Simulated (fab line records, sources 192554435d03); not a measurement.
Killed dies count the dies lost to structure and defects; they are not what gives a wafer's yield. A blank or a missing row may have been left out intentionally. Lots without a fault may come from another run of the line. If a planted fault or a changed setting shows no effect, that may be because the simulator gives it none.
Chamber matching / flow n5Finfet / N5_BEOL_M0_SAQP_STRIP_86 on rieDiel-06 has 4 sister chambers
The step strips in N2/H2. 4 wafers are shown with their chamber, then 7 later ones without.

== EACH WAFER AND ITS CHAMBER ==
wafer=L084.3; chamber=2; showerheadPlenumPTorr (Torr)=3.19
wafer=L093.1; chamber=1; showerheadPlenumPTorr (Torr)=3.29
wafer=L095.2; chamber=0; showerheadPlenumPTorr (Torr)=3.21
wafer=L095.5; chamber=3; showerheadPlenumPTorr (Torr)=3.31

== WAFERS WITH NO CHAMBER GIVEN ==
wafer=L095.6; showerheadPlenumPTorr (Torr)=3.29
wafer=L096.1; showerheadPlenumPTorr (Torr)=3.31
wafer=L096.2; showerheadPlenumPTorr (Torr)=3.19
wafer=L096.4; showerheadPlenumPTorr (Torr)=3.20
wafer=L097.2; showerheadPlenumPTorr (Torr)=3.29
wafer=L097.3; showerheadPlenumPTorr (Torr)=3.20
wafer=L097.5; showerheadPlenumPTorr (Torr)=3.20

== THE CHAMBER EACH PASSED THROUGH ==
wafer=L095.6; from the rows above=1; in truth=1
wafer=L096.1; from the rows above=3; in truth=3
wafer=L096.2; from the rows above=2; in truth=2
wafer=L096.4; from the rows above=can't be placed: 0 or 2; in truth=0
wafer=L097.2; from the rows above=1; in truth=1
wafer=L097.3; from the rows above=can't be placed: 0 or 2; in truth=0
wafer=L097.5; from the rows above=can't be placed: 0 or 2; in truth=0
Correct placement for 4 of the 7. Not placeable from these rows: 3 (in 3, the candidates include the true chamber). Placed wrongly: 0.
How it was worked out, from the rows above alone: a wafer's distance from a chamber is the root of the sum, over the readings, of the square of ((its reading less the chamber's mean) divided by the reading's scatter). If the next closest chamber is less than 2 further off than the closest, the wafer can't be placed; otherwise it belongs to the closest. The mean given for a chamber averages the wafers shown for that chamber. The scatter (one wafer shown for each chamber): square how far every hidden wafer sits from the nearest shown wafer, average those squares and take the square root.
